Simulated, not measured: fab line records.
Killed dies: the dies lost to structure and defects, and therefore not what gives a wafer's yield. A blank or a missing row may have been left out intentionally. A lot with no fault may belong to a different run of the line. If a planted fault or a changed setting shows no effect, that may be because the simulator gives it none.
fab line records | flow n5Finfet
record lots=7 wafers=39
route steps=1938 shown FIN_SAQP@102 SD_EPI_N@278 BEOL_M0_SAQP@640 BEOL_M0_CUTY@711 BEOL_M4@1021
startH: the number of hours between the record's first day and the start of the first shown wafer of the lot | waitH: time in hours since the lot's previous step | " same as the row above | L1.1+2: several wafers, shown together as one row | - value missing, or start not given | * or withheld: withheld | < > ~ a bound
route shown NAME@n: a module of which the file shows steps, and the number in the route of the first | usual: mean/standard deviation of fault-free wafers | same: alike in all rows | chamber/n: place in a boat | sites: each site's reading | _std_site: the standard deviation of these | _edge_site: outer sites' mean less inner sites' | radiusMm: how far each site lies from the wafer's centre | mask NAME#n: copy n | behind: the most recent tool/chamber to have shaped the wafer | hold: what put the lot on hold/how long, in hours/how the hold closed | device: the n, p or np transistor that did not switch | end of line: tests of these same wafers at the route's end | a step given without rows: its recipe and nothing more | killed: the dies lost at the first sort to structure and to defects; this is not the yield of the wafer | map: dies across one wafer; x = killed, . = not, _ = none there
set.NAME: the setting as run; set.NAME@STEP: as run at that earlier step | model.NAME: the simulator's own value behind a step, which no gauge read
lots with deliberately changed settings; one table per step, one row per wafer
## steps
# step N5_FIN_SAQP_HM_DEP_72
# recipe material=SiO2 targetThkA=120 tempC=400 precursor=SiH4/N2O pressureTorr=0.75 rfW=275 timeS=7.2
# columns lot.wafer tool chamber startH waitH set.targetThkA model.SiO2_of_FIN_SAQP_HM_DEP_72.thkNm
L075.3 pecvd-02 2 27.95 0.0 120 11.87
L075.4 " 0 " " 120 12.02
L075.6 " 1 " " 120 12.23
L078.1 pecvd-04 1 45.55 0.0 120 12.1
L078.2 " 0 " " 120 12.07
L078.3 " 2 " " 120 11.71
L078.4 " 1 " " 120 12.06
L078.5 " 2 " " 120 12.25
L078.6 " 0 " " 120 12.12
L081.1 pecvd-03 2 63.99 0.0 120 12.04
L081.2 " 0 " " 120 12.01
L081.3 " 1 " " 120 11.98
L081.4 " 2 " " 120 12.18
L081.5 " 1 " " 120 12.2
L081.6 " 0 " " 120 12.19
L082.1 pecvd-04 2 70.47 0.0 182.2 17.91
L082.2 " 0 " " 120 11.9
L082.3 " 1 " " 182.2 18.35
L082.4 " 0 " " 120 12.38
L082.5 " 1 " " 182.2 18.37
L082.6 " 2 " " 120 12.25
L089.1 pecvd-03 2 110.87 0.0 120 11.69
L089.2 " 0 " " 120 12.01
L089.3 " 1 " " 152.7 14.95
L089.4 " 2 " " 152.7 15.32
L089.5 " 0 " " 120 12.11
L089.6 " 1 " " 152.7 15.25
L092.1 pecvd-02 1 130.83 0.0 153.5 15.13
L092.2 " 2 " " 153.5 15.38
L092.3 " 0 " " 120 12.04
L092.4 " 2 " " 120 12.24
L092.5 " 1 " " 153.5 15.61
L092.6 " 0 " " 120 12.12
L094.1 pecvd-03 1 141.52 0.0 120 12.13
L094.2 " 0 " " 120 12.16
L094.3 " 2 " " 120 12.01
L094.4 " 2 " " 120 12.25
L094.5 " 1 " " 120 12.32
L094.6 " 0 " " 120 12.19
# step N5_FIN_SAQP_COAT_49
# recipe resist=SOC tempC=250 timeS=60 spinRpm=1500 resistThkNm=100
# step N5_FIN_SAQP_COAT_50
# recipe resist=SiARC tempC=220 timeS=60 spinRpm=1500 resistThkNm=35
# step N5_FIN_SAQP_ETCH_52
# recipe chemistry=N2/H2 target=SOC targetDepthA=1000 overetchA=200 maskMaterial=SiARC tempC=40 timeS=150 ionEnergyEv=200 pressureMtorr=30 sourceW=840 biasW=150 n2FlowSccm=200 h2FlowSccm=200 ends=endPoint
# step N5_FIN_SAQP_STRIP_53
# recipe chemistry=N2/H2 tempC=40 n2FlowSccm=200 h2FlowSccm=200 rfFrequencyHz=6e+07
# step N5_FIN_SAQP_HM_OPEN_73
# recipe chemistry=CHF3/O2 target=SiO2 stopOn=a-Si targetDepthA=120 overEtchFrac=1.8 maskMaterial=SOC timeS=16.8 pressureMtorr=30 sourceW=650 biasW=170 Ar_flow_sccm=200 CHF3_flow_sccm=50 O2_flow_sccm=5 ionEnergyEv=200 ends=endPoint
# columns lot.wafer tool chamber startH waitH set.targetThkA@FIN_SAQP_HM_DEP_72 model.etch.depthNm
L075.3 rieDiel-01 1 28.87 0.0 120 11.87
L075.4 " 3 " " 120 12.02
L075.6 " 1 " " 120 12.23
L078.1 rieDiel-06 0 46.29 0.0 120 12.1
L078.2 " 3 " " 120 12.07
L078.3 " 2 " " 120 11.71
L078.4 " 2 " " 120 12.06
L078.5 " 3 " " 120 12.25
L078.6 " 0 " " 120 12.12
L081.1 rieDiel-01 0 64.61 0.0 120 12.04
L081.2 " 2 " " 120 12.01
L081.3 " 1 " " 120 11.98
L081.4 " 0 " " 120 12.18
L081.5 " 2 " " 120 12.2
L081.6 " 1 " " 120 12.19
L082.1 rieDiel-02 2 71.22 0.0 182.2 17.91
L082.2 " 1 " " 120 11.9
L082.3 " 3 " " 182.2 18.35
L082.4 " 2 " " 120 12.38
L082.5 " 1 " " 182.2 18.37
L082.6 " 3 " " 120 12.25
L089.1 rieDiel-02 3 111.61 0.0 120 11.69
L089.2 " 1 " " 120 12.01
L089.3 " 0 " " 152.7 14.95
L089.4 " 1 " " 152.7 15.32
L089.5 " 3 " " 120 12.11
L089.6 " 0 " " 152.7 15.25
L092.1 rieDiel-06 3 131.57 0.0 153.5 15.13
L092.2 " 2 " " 153.5 15.38
L092.3 " 0 " " 120 12.04
L092.4 " 1 " " 120 12.24
L092.5 " 1 " " 153.5 15.61
L092.6 " 2 " " 120 12.12
L094.1 rieDiel-06 3 142.28 0.0 120 12.13
L094.2 " 2 " " 120 12.16
L094.3 " 0 " " 120 12.01
L094.4 " 1 " " 120 12.25
L094.5 " 1 " " 120 12.32
L094.6 " 2 " " 120 12.19
# step N5_SD_EPI_N_ETCH_45
# recipe chemistry=CH3F/O2 target=SiOCN targetDepthA=60 maskMaterial=SOC ionEnergyEv=60 biasW=29 pressureMtorr=15 sourceW=410 Ar_flow_sccm=150 CH3F_flow_sccm=30 O2_flow_sccm=20
# columns lot.wafer tool chamber startH waitH set.targetDepthA model.etch.depthNm
L075.3 rieDiel-01 3 59.02 0.1 60 5.999
L075.4 " 1 " " 60 5.994
L075.6 " 1 " " 60 5.955
L078.1 rieDiel-06 0 73.14 0.1 60 6.115
L078.2 " 3 " " 60 6.191
L078.3 " 2 " " 30.63 3.046
L078.4 " 1 " " 30.63 3.075
L078.5 " 0 " " 60 6.037
L078.6 " 3 " " 30.63 3.144
L081.1 rieDiel-02 1 92.82 0.1 60 5.988
L081.2 " 0 " " 37.8 3.841
L081.3 " 2 " " 60 5.986
L081.4 " 3 " " 37.8 3.726
L081.5 " 0 " " 60 6.072
L081.6 " 3 " " 37.8 3.696
L082.1 rieDiel-06 3 99.58 0.1 60 6.202
L082.2 " 2 " " 25 2.497
L082.3 " 1 " " 60 6.023
L082.4 " 0 " " 60 6.302
L082.5 " 1 " " 25 2.536
L082.6 " 0 " " 25 2.604
L089.1 rieDiel-01 2 140.80 0.1 60 5.916
L089.2 " 3 " " 60 6.041
L089.3 " 1 " " 60 5.961
L089.4 " 0 " " 60 5.881
L089.5 " 3 " " 60 6.007
L089.6 " 2 " " 60 5.885
L092.1 rieDiel-06 1 157.51 0.1 83.69 8.727
L092.2 " 2 " " 60 6.01
L092.3 " 3 " " 60 6.304
L092.4 " 0 " " 83.69 8.698
L092.5 " 0 " " 60 6.26
L092.6 " 3 " " 83.69 8.797
L094.1 rieDiel-06 3 174.10 0.1 31.55 3.288
L094.2 " 1 " " 60 6.32
L094.3 " 0 " " 31.55 3.295
L094.4 " 0 " " 60 6.241
L094.5 " 1 " " 31.55 3.349
L094.6 " 3 " " 60 6.246
# step N5_BEOL_M0_SAQP_HM_DEP_111
# recipe material=SiO2 targetThkA=120 tempC=400 precursor=SiH4/N2O pressureTorr=0.75 rfW=275 timeS=7.2
# columns lot.wafer tool chamber startH waitH set.targetThkA model.SiO2_of_BEOL_M0_SAQP_HM_DEP_111.thkNm
L075.3 pecvd-02 1 119.06 0.0 120 11.8
L075.4+6 " 2,1 " " 120 12
L078.1+3 pecvd-02 1,2 130.44 0.0 120 11.8
L078.2 " 0 " " 96.39 9.4
L078.4 " 2 " " 120 12
L078.5+6 " 0,1 " " 96.39 9.6
L081.1+6 pecvd-02 2,0 149.90 0.0 120 11.8
L081.2 " 1 " " 159.8 15.8
L081.3 " 0 " " 120 11.6
L081.4+5 " 2,1 " " 159.8 16
L082.1+3 pecvd-04 2,1 152.89 0.0 120 12
L082.2 " 0 " " 138.2 13.6
L082.4+5 " 1,2 " " 138.2 14
L082.6 " 0 " " 120 12.2
L089.1+6 pecvd-04 1 198.36 0.0 120 12.2
L089.2+4+5 " 2,2,0 " " 120 12
L089.3 " 0 " " 120 11.8
L092.1+2 pecvd-02 2,0 215.31 0.0 120 11.8
L092.3 " 1 " " 120 12
L092.4 " 2 " " 171.6 17.4
L092.5+6 " 0,1 " " 171.6 17.2
L094.1 pecvd-02 1 236.24 0.0 120 11.8
L094.2+6 " 0,1 " " 120 12
L094.3+5 " 2 " " 65.95 6.6
L094.4 " 0 " " 65.95 6.4
# step N5_BEOL_M0_SAQP_COAT_81
# recipe resist=SOC tempC=250 timeS=60 spinRpm=1500 resistThkNm=100
# step N5_BEOL_M0_SAQP_COAT_82
# recipe resist=SiARC tempC=220 timeS=60 spinRpm=1500 resistThkNm=30
# step N5_BEOL_M0_SAQP_ETCH_84
# recipe chemistry=N2/H2 target=SOC targetDepthA=1000 overetchA=200 maskMaterial=SiARC tempC=40 timeS=150 ionEnergyEv=200 pressureMtorr=30 sourceW=840 biasW=150 n2FlowSccm=200 h2FlowSccm=200
# step N5_BEOL_M0_SAQP_STRIP_80
# recipe chemistry=N2/H2 tempC=40 n2FlowSccm=200 h2FlowSccm=200 rfFrequencyHz=6e+07
# step N5_BEOL_M0_SAQP_HM_OPEN_112
# recipe chemistry=CHF3/O2 target=SiO2 stopOn=a-Si targetDepthA=120 overEtchFrac=1.25 maskMaterial=SOC timeS=13.5 pressureMtorr=30 sourceW=650 biasW=170 Ar_flow_sccm=200 CHF3_flow_sccm=50 O2_flow_sccm=5 ionEnergyEv=200 ends=endPoint
# columns lot.wafer tool chamber startH waitH set.targetThkA@BEOL_M0_SAQP_HM_DEP_111 model.etch.depthNm
L075.3 rieDiel-03 3 119.66 0.0 120 11.85
L075.4 " 1 " " 120 12.08
L075.6 " 3 " " 120 11.9
L078.1 rieDiel-05 0 131.05 0.0 120 11.86
L078.2 " 2 " " 96.39 9.452
L078.3 " 3 " " 120 11.77
L078.4 " 3 " " 120 12.02
L078.5 " 0 " " 96.39 9.523
L078.6 " 2 " " 96.39 9.62
L081.1 rieDiel-03 3 150.71 0.0 120 11.87
L081.2 " 1 " " 159.8 15.71
L081.3 " 0 " " 120 11.64
L081.4 " 2 " " 159.8 16.04
L081.5 " 3 " " 159.8 16.02
L081.6 " 2 " " 120 11.82
L082.1 rieDiel-03 0 153.92 0.0 120 12.05
L082.2 " 1 " " 138.2 13.53
L082.3 " 3 " " 120 11.94
L082.4+5 " 2 " " 138.2 14.03
L082.6 " 1 " " 120 12.25
L089.1 rieDiel-05 0 198.99 0.0 120 12.14
L089.2 " 1 " " 120 11.99
L089.3 " 3 " " 120 11.85
L089.4 " 2 " " 120 12.01
L089.5 " 3 " " 120 12.1
L089.6 " 2 " " 120 12.19
L092.1 rieDiel-03 3 216.03 0.0 120 11.79
L092.2 " 1 " " 120 11.86
L092.3 " 0 " " 120 12.01
L092.4 " 2 " " 171.6 17.34
L092.5+6 " 1,0 " " 171.6 17.12
L094.1 rieDiel-03 1 236.84 0.0 120 11.89
L094.2 " 0 " " 120 11.9
L094.3 " 3 " " 65.95 6.531
L094.4 " 2 " " 65.95 6.467
L094.5 " 1 " " 65.95 6.501
L094.6 " 0 " " 120 12.08
# step N5_BEOL_M0_CUTY_DESCUM_61
# recipe chemistry=O2 timeS=7.9 sourcePowerW=50 biasPowerW=20 pressureMtorr=20 rfFrequencyHz=2.712e+07 tempC=40 resist=CAR-ArF-block o2FlowSccm=225
# columns lot.wafer tool chamber startH waitH set.timeS model.CAR-ArF-block_of_BEOL_M0_CUTY_COAT_51.thkNm
L075.3 rieDiel-02 1 124.77 0.0 7.9 143.4
L075.4+6 " 3,2 " " 7.9 143.6
L078.1+3 rieDiel-06 1,0 136.56 0.0 4.936 145.4
L078.2+5 " 2,3 " " 7.9 144
L078.4 " 3 " " 7.9 144.2
L078.6 " 0 " " 4.936 145.6
L081.1+2+6 rieDiel-02 1,0,1 156.11 0.0 3.365 145.8
L081.3+5 " 2,0 " " 7.9 142.8
L081.4 " 2 " " 7.9 143.2
L082.1 rieDiel-06 1 158.91 0.0 7.9 143.4
L082.2+3+6 " 3,2,3 " " 7.9 143.6
L082.4+5 " 0 " " 7.9 143.2
L089.1 rieDiel-06 1 205.09 0.1 7.9 144
L089.2 " 0 " " 4.234 146.4
L089.3 " 2 " " 4.234 146
L089.4 " 3 " " 7.9 143.6
L089.5 " 1 " " 4.234 146.2
L089.6 " 0 " " 7.9 143.8
L092.1+3 rieDiel-02 1,2 222.64 0.1 7.9 143.4
L092.2 " 3 " " 11.66 141.6
L092.4 " 0 " " 11.66 142
L092.5 " 3 " " 11.66 141.8
L092.6 " 0 " " 7.9 144.4
L094.1 rieDiel-01 2 242.86 0.1 7.9 143.4
L094.2 " 3 " " 4.684 146
L094.3 " 1 " " 7.9 143.8
L094.4 " 0 " " 7.9 144
L094.5+6 " 2,3 " " 4.684 145.6
# step N5_BEOL_M0_CUTY_ETCH_62
# recipe chemistry=CF4 target=SiARC maskMaterial=CAR-ArF-block timeS=58.5 ionEnergyEv=80 pressureMtorr=40 sourceW=545 biasW=36 Ar_flow_sccm=100 cf4FlowSccm=100 ends=cleared
# columns lot.wafer tool chamber startH waitH set.timeS@BEOL_M0_CUTY_DESCUM_61 model.CAR-ArF-block_of_BEOL_M0_CUTY_COAT_51.thkNm
L075.3+6 rieDiel-02 1,2 124.80 0.0 7.9 118.4
L075.4 " 3 " " 7.9 118.6
L078.1+3 rieDiel-06 1,0 136.59 0.0 4.936 120.4
L078.2+4 " 2,3 " " 7.9 119
L078.5 " 3 " " 7.9 118.8
L078.6 " 0 " " 4.936 120.6
L081.1+6 rieDiel-02 1 156.14 0.0 3.365 120.6
L081.2 " 0 " " 3.365 120.8
L081.3 " 2 " " 7.9 117.6
L081.4 " 2 " " 7.9 118
L081.5 " 0 " " 7.9 117.8
L082.1+2 rieDiel-06 1,3 158.94 0.0 7.9 118.4
L082.3+6 " 2,3 " " 7.9 118.6
L082.4 " 0 " " 7.9 118
L082.5 " 0 " " 7.9 118.2
L089.1 rieDiel-06 1 205.12 0.0 7.9 118.8
L089.2 " 0 " " 4.234 121.2
L089.3+5 " 2,1 " " 4.234 121
L089.4+6 " 3,0 " " 7.9 118.6
L092.1+3 rieDiel-02 1,2 222.68 0.0 7.9 118.4
L092.2+5 " 3 " " 11.66 116.6
L092.4 " 0 " " 11.66 116.8
L092.6 " 0 " " 7.9 119.2
L094.1 rieDiel-01 2 242.90 0.0 7.9 118.4
L094.2 " 3 " " 4.684 120.8
L094.3 " 1 " " 7.9 118.6
L094.4 " 0 " " 7.9 118.8
L094.5+6 " 2,3 " " 4.684 120.6
# step N5_BEOL_M4_ILD_DEP_00
# recipe material=SiOC targetThkA=790 tempC=350 precursor=DEMS/O2 pressureTorr=5 rfW=500 timeS=15.3
# columns lot.wafer tool chamber startH waitH set.timeS model.SiOC_of_BEOL_M4_ILD_DEP_00.thkNm
L075.3 pecvd-01 0 158.08 0.0 15.3 78.6
L075.4 " 2 " " 15.3 81
L075.6 " 0 " " 15.3 78.8
L078.1 pecvd-03 0 172.49 0.0 15.3 78.6
L078.2+6 " 2 " " 15.3 79.4
L078.3 " 1 " " 15.3 79
L078.4 " 1 " " 15.3 79.6
L078.5 " 0 " " 15.3 80.6
L081.1 pecvd-01 0 198.58 0.1 15.3 77.8
L081.2 " 1 " " 15.3 77.6
L081.3 " 2 " " 19.89 102
L081.4 " 0 " " 15.3 80
L081.5+6 " 1,2 " " 19.89 103.4
L082.1 pecvd-03 1 201.93 0.0 7.607 38.4
L082.2 " 2 " " 7.607 38.8
L082.3 " 0 " " 15.3 78.8
L082.4 " 2 " " 15.3 78.6
L082.5 " 1 " " 7.607 39
L082.6 " 0 " " 15.3 81
L089.1 pecvd-02 0 240.29 0.0 8.099 42
L089.2 " 1 " " 8.099 42.2
L089.3 " 2 " " 8.099 41.2
L089.4 " 2 " " 15.3 78.6
L089.5 " 0 " " 15.3 79.8
L089.6 " 1 " " 15.3 78.8
L092.1 pecvd-01 2 257.28 0.0 15.3 80
L092.2 " 1 " " 15.3 79.2
L092.3 " 0 " " 11.57 59.8
L092.4 " 2 " " 11.57 61.4
L092.5 " 1 " " 15.3 80.4
L092.6 " 0 " " 11.57 60
L094.1 pecvd-03 2 285.05 0.0 9.94 51.2
L094.2 " 0 " " 15.3 79.6
L094.3 " 1 " " 15.3 79
L094.4+5 " 1,0 " " 9.94 52
L094.6 " 2 " " 15.3 79.2
# step N5_BEOL_M4_THK_MEAS_01
# recipe reads=SiOC_of_BEOL_M4_ILD_DEP_00
# usual M4_ILD_THK=79.3/1
# columns lot.wafer tool chamber startH waitH set.timeS@BEOL_M4_ILD_DEP_00 M4_ILD_THK[nm]
L075.3 filmMetro-02 - 158.15 0.1 15.3 78.6
L075.4 " - " " 15.3 81.0
L075.6 " - " " 15.3 78.8
L078.1 filmMetro-02 - 172.56 0.0 15.3 78.6
L078.2 " - " " 15.3 79.4
L078.3 " - " " 15.3 79.1
L078.4 " - " " 15.3 79.7
L078.5 " - " " 15.3 80.6
L078.6 " - " " 15.3 79.4
L081.1 filmMetro-02 - 198.64 0.0 15.3 77.8
L081.2 " - " " 15.3 77.7
L081.3 " - " " 19.89 102.0
L081.4 " - " " 15.3 80.1
L081.5 " - " " 19.89 103.4
L081.6 " - " " 19.89 103.5
L082.1 filmMetro-01 - 202.00 0.0 7.607 38.3
L082.2 " - " " 7.607 38.9
L082.3 " - " " 15.3 78.7
L082.4 " - " " 15.3 78.6
L082.5 " - " " 7.607 38.9
L082.6 " - " " 15.3 81.0
L089.1 filmMetro-01 - 240.36 0.0 8.099 41.9
L089.2 " - " " 8.099 42.1
L089.3 " - " " 8.099 41.2
L089.4 " - " " 15.3 78.6
L089.5 " - " " 15.3 79.7
L089.6 " - " " 15.3 78.8
L092.1 filmMetro-02 - 257.35 0.0 15.3 80.0
L092.2 " - " " 15.3 79.2
L092.3 " - " " 11.57 59.9
L092.4 " - " " 11.57 61.5
L092.5 " - " " 15.3 80.3
L092.6 " - " " 11.57 59.9
L094.1 filmMetro-02 - 285.11 0.0 9.94 51.1
L094.2 " - " " 15.3 79.6
L094.3 " - " " 15.3 79.0
L094.4 " - " " 9.94 52.1
L094.5 " - " " 9.94 52.0
L094.6 " - " " 15.3 79.3
## key
split step=N5_FIN_SAQP_HM_DEP_72 setting=targetThkA stated=120 by=wafer
response step=N5_FIN_SAQP_HM_DEP_72 reading=model.SiO2_of_FIN_SAQP_HM_DEP_72.thkNm change=+0.117 per=1% r=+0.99
response step=N5_FIN_SAQP_HM_OPEN_73 reading=model.etch.depthNm change=+0.117 per=1% r=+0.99
split step=N5_SD_EPI_N_ETCH_45 setting=targetDepthA stated=60 by=wafer
response step=N5_SD_EPI_N_ETCH_45 reading=model.etch.depthNm change=+0.0624 per=1% r=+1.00
split step=N5_BEOL_M0_SAQP_HM_DEP_111 setting=targetThkA stated=120 by=wafer
response step=N5_BEOL_M0_SAQP_HM_DEP_111 reading=model.SiO2_of_BEOL_M0_SAQP_HM_DEP_111.thkNm change=+0.123 per=1% r=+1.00
response step=N5_BEOL_M0_SAQP_HM_OPEN_112 reading=model.etch.depthNm change=+0.122 per=1% r=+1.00
split step=N5_BEOL_M0_CUTY_DESCUM_61 setting=timeS stated=7.9 by=wafer
response step=N5_BEOL_M0_CUTY_DESCUM_61 reading=model.CAR-ArF-block_of_BEOL_M0_CUTY_COAT_51.thkNm change=-0.0466 per=1% r=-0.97
response step=N5_BEOL_M0_CUTY_ETCH_62 reading=model.CAR-ArF-block_of_BEOL_M0_CUTY_COAT_51.thkNm change=-0.0476 per=1% r=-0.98
split step=N5_BEOL_M4_ILD_DEP_00 setting=timeS stated=15.3 by=wafer
response step=N5_BEOL_M4_ILD_DEP_00 reading=model.SiOC_of_BEOL_M4_ILD_DEP_00.thkNm change=+0.8 per=1% r=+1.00
response step=N5_BEOL_M4_THK_MEAS_01 reading=M4_ILD_THK change=+0.801 per=1% r=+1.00
